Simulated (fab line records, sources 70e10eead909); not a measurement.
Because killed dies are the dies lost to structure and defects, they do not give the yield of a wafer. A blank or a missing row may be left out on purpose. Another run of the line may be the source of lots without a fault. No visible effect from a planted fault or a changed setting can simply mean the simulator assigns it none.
Matching of chambers ; flow nand harc ; 4 sister chambers for NHARC_A_WL_FILL_ALD_02 on ald metal-03
The step deposits TiN, target thk 2 nm, pulse time 3 s, ald cycles 100. 18 wafers are shown with their chamber, then 9 later ones without.

EACH WAFER AND ITS CHAMBER
wafer;chamber;heater power w (W);precursor pulse height rel
L077.1;0;1002;1.010
L077.2;2;1106;1.002
L077.5;2;1078;0.982
L078.2;3;934;1.022
L078.3;0;1032;1.026
L078.4;2;1116;0.971
L081.2;0;1038;1.014
L081.3;2;1108;1.002
L081.4;3;934;0.991
L084.3;3;953;0.980
L084.5;0;1036;0.989
L084.6;1;1174;1.003
L085.1;2;1110;1.014
L085.4;0;1032;1.048
L085.6;2;1143;0.980
L090.1;1;1171;0.990
L090.3;0;1017;1.026
L090.5;1;1202;0.971

SIGNATURES (means of the wafers above)
reading;chamber 0;chamber 1;chamber 2;chamber 3;scatter within a chamber
heater power w;1026.17;1182.33;1110.17;940.33;16.8
precursor pulse height rel;1.01883;0.98800;0.99183;0.99767;0.0185
Rule: a wafer lies at a distance from a chamber equal to the root of the sum of squares, over the readings, of (its reading less the chamber's mean, divided by the reading's scatter). If the next closest chamber is less than 2 further off than the closest, the wafer can't be placed; otherwise it belongs to the closest. How the scatter is found: for the shown wafers, subtract from each reading the mean of its chamber, square and add these, divide the total by (wafers less chambers), then take the root.

WAFERS WITHOUT THEIR CHAMBER
wafer;heater power w (W);precursor pulse height rel
L092.2;1143;0.973
L092.3;1206;1.015
L092.6;1130;0.971
L095.1;1121;1.010
L095.2;997;0.980
L095.3;950;1.012
L093.1;1048;0.975
L093.3;1180;0.996
L093.4;1145;0.994

WHICH CHAMBER EACH WENT THROUGH
wafer;from the rows above;in truth
L092.2;can't be placed: 2 or 1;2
L092.3;1;1
L092.6;can't be placed: 2 or 1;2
L095.1;2;2
L095.2;can't be placed: 0 or 3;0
L095.3;3;3
L093.1;can't be placed: 0 or 2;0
L093.3;1;1
L093.4;can't be placed: 2 or 1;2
Correct placement for 4 of the 9. These rows do not allow placing 5 (true chamber among the candidates in 5). Number placed wrongly: 0.
